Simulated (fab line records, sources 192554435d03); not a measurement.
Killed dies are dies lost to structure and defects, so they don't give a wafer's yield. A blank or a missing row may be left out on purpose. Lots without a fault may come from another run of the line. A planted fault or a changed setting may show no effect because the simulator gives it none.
Which tool did it? | flow n5_finfet | 11 lots, 31 wafers sampled, at 4 steps of a route of 1938

WHAT THE GAUGES READ, wafer by wafer
N5_WELL_APT_CD_MEAS_08: target cd 200 nm.
lot  | measured    | on        | cd_nm (nm)
L546 | day 1 13:49 | cd_sem-03 | 201.1 200.0 199.1
L547 | day 1 19:41 | cd_sem-01 | 200.5 202.0 202.8
L554 | day 3 15:00 | cd_sem-01 | 197.7 197.1
L556 | day 4 01:34 | cd_sem-02 | 200.8 197.8
L560 | day 5 01:36 | cd_sem-01 | 196.9 198.0 199.0
L562 | day 5 13:34 | cd_sem-02 | 197.0 199.9 199.5
L564 | day 6 01:34 | cd_sem-03 | 200.6 198.5 198.7
L566 | day 6 13:41 | cd_sem-03 | 199.3 198.1 199.4
L567 | day 6 20:00 | cd_sem-01 | 203.0 201.4 201.7
L568 | day 7 01:55 | cd_sem-01 | 198.5 197.5 197.8
L569 | day 7 07:41 | cd_sem-01 | 199.8 200.7 199.5

N5_PMOS_HMC_CHANNEL_EPI_THK_MEAS_22.
lot  | measured    | on            | HMC_CMP_THK (nm)
L546 | day 1 20:26 | film_metro-02 | 53.0 52.3 53.3
L547 | day 2 01:17 | film_metro-01 | 52.3 53.6 52.5
L554 | day 3 22:02 | film_metro-01 | 58.8 52.2
L556 | day 4 08:01 | film_metro-02 | 58.9 52.9
L560 | day 5 11:40 | film_metro-02 | 53.8 53.9 53.7
L562 | day 5 21:30 | film_metro-01 | 54.0 55.1 54.5
L564 | day 6 07:41 | film_metro-02 | 55.6 53.9 54.0
L566 | day 6 20:11 | film_metro-02 | 54.3 53.9 54.5
L567 | day 7 03:34 | film_metro-01 | 54.6 54.8 54.5
L568 | day 7 07:28 | film_metro-02 | 54.0 53.6 56.1
L569 | day 7 16:23 | film_metro-01 | 53.3 54.1 53.4

N5_FIN_SAQP_CD_MEAS_16: target cd 35.6 nm.
lot  | measured    | on        | cd_nm (nm)
L546 | day 1 22:29 | cd_sem-03 | 35.4 35.1 35.4
L547 | day 2 03:29 | cd_sem-02 | 35.5 35.6 35.2
L554 | day 3 23:58 | cd_sem-02 | 35.2 35.1
L556 | day 4 09:49 | cd_sem-02 | 35.2 35.5
L560 | day 5 14:04 | cd_sem-02 | 35.6 36.1 35.3
L562 | day 5 23:29 | cd_sem-03 | 35.4 35.7 35.0
L564 | day 6 09:29 | cd_sem-01 | 35.0 35.7 35.0
L566 | day 6 22:08 | cd_sem-02 | 35.4 35.4 35.1
L567 | day 7 05:29 | cd_sem-02 | 35.3 35.3 35.3
L568 | day 7 09:16 | cd_sem-02 | 35.4 35.5 35.7
L569 | day 7 19:11 | cd_sem-01 | 35.2 35.3 35.4

WHICH TOOL RAN EACH LOT (tool, then ch and the chambers of the sampled wafers, then the start)
lot  | N5_PMOS_HMC_CHANNEL_EPI_FIN_RECESS_16
L546 | rie_si-04 ch 0,2,3, day 1 18:37
L547 | rie_si-04 ch 0,1,3, day 1 23:29
L554 | rie_si-04 ch 0,3, day 3 19:47
L556 | rie_si-04 ch 1,2, day 4 05:46
L560 | rie_si-03 ch 1,3, day 5 07:15
L562 | rie_si-02 ch 0,2,3, day 5 18:03
L564 | rie_si-03 ch 0,1,3, day 6 05:53
L566 | rie_si-02 ch 2,3, day 6 17:54
L567 | rie_si-02 ch 1,2,3, day 7 01:19
L568 | rie_si-03 ch 0,1,2, day 7 05:40
L569 | rie_si-03 ch 1,2,3, day 7 11:59
- N5_PMOS_HMC_CHANNEL_EPI_FIN_RECESS_16: chemistry HBr/Cl2, target Si, target depth 54 nm, time 18 s.

WHAT THE TOOLS THEMSELVES READ (means of the sampled wafers that have a number; where no wafer has one, the mark that the record gives instead)
N5_PMOS_HMC_CHANNEL_EPI_FIN_RECESS_16.
lot  | tool      | drypump_motor_current_A (A) | oes_product_au (a.u.) | rf_fwd_power_W (W) | throttle_valve_pct (%)
L546 | rie_si-04 | 5.5                         | 0.990                 | 794.1              | 35.24
L547 | rie_si-04 | 5.5                         | 0.987                 | 798.4              | 35.25
L554 | rie_si-04 | 5.6                         | 1.125                 | 795.2              | 34.97
L556 | rie_si-04 | 5.5                         | 1.118                 | 796.4              | 35.19
L560 | rie_si-03 | 6.5                         | 1.006                 | 795.4              | 35.56
L562 | rie_si-02 | 5.2                         | 1.009                 | 797.5              | 35.39
L564 | rie_si-03 | 6.1                         | 1.003                 | 795.0              | 35.57
L566 | rie_si-02 | 5.2                         | 0.993                 | 797.3              | 35.43
L567 | rie_si-02 | 5.7                         | 1.010                 | 796.3              | 35.47
L568 | rie_si-03 | 5.8                         | 0.997                 | 793.5              | 35.59
L569 | rie_si-03 | 6.2                         | 0.998                 | 796.5              | 35.56

THE ANSWER, worked out from the rows above alone
Rule: what is usual is taken from the lots themselves. Put in order of their means at a reading, lots are off if they are a third of the lots or fewer, leave a main group of 4 or more, and stand apart from it by a gap of 3 or more times the standard deviation of the main group's means; of several such gaps the widest counts. A main group whose means are all the same, to the digits that the tables above print for the reading, isn't used. A lot without any number at a reading at which 4 lots or more have one is off too. The other lots that the step has rows for count as sound. The gauges are gone through in route order, then the tools' own readings, and for those a lot's mean is taken as printed above. The first step at which some lot is off is used, and at that step the reading that is off furthest; a lot without a number counts as furthest.
Off: L554, L556, at N5_PMOS_HMC_CHANNEL_EPI_FIN_RECESS_16 (oes_product_au). The main group: mean 0.999 a.u., standard deviation 0.0078.
A tool fits if, at that step or a process step before it, it ran every lot that is off, and no sound lot after the first of them. One fits: rie_si-04 at N5_PMOS_HMC_CHANNEL_EPI_FIN_RECESS_16. Its last sound lot is L547 (day 1 23:29), its first lot that is off L554 (day 3 19:47): a fault that began between those two fits.
The tool's own readings at N5_PMOS_HMC_CHANNEL_EPI_FIN_RECESS_16 bear it out: on the lots that are off they differ by more than 5 times the standard deviation of the sound lots' means. oes_product_au reads 1.122 a.u. there against 0.999 a.u. on the sound lots.

WHAT THE SIMULATOR HAD PUT IN
Process parameter drift: rie_si-04, from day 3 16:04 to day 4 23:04, at N5_PMOS_HMC_CHANNEL_EPI_FIN_RECESS_16. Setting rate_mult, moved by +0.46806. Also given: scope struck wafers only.
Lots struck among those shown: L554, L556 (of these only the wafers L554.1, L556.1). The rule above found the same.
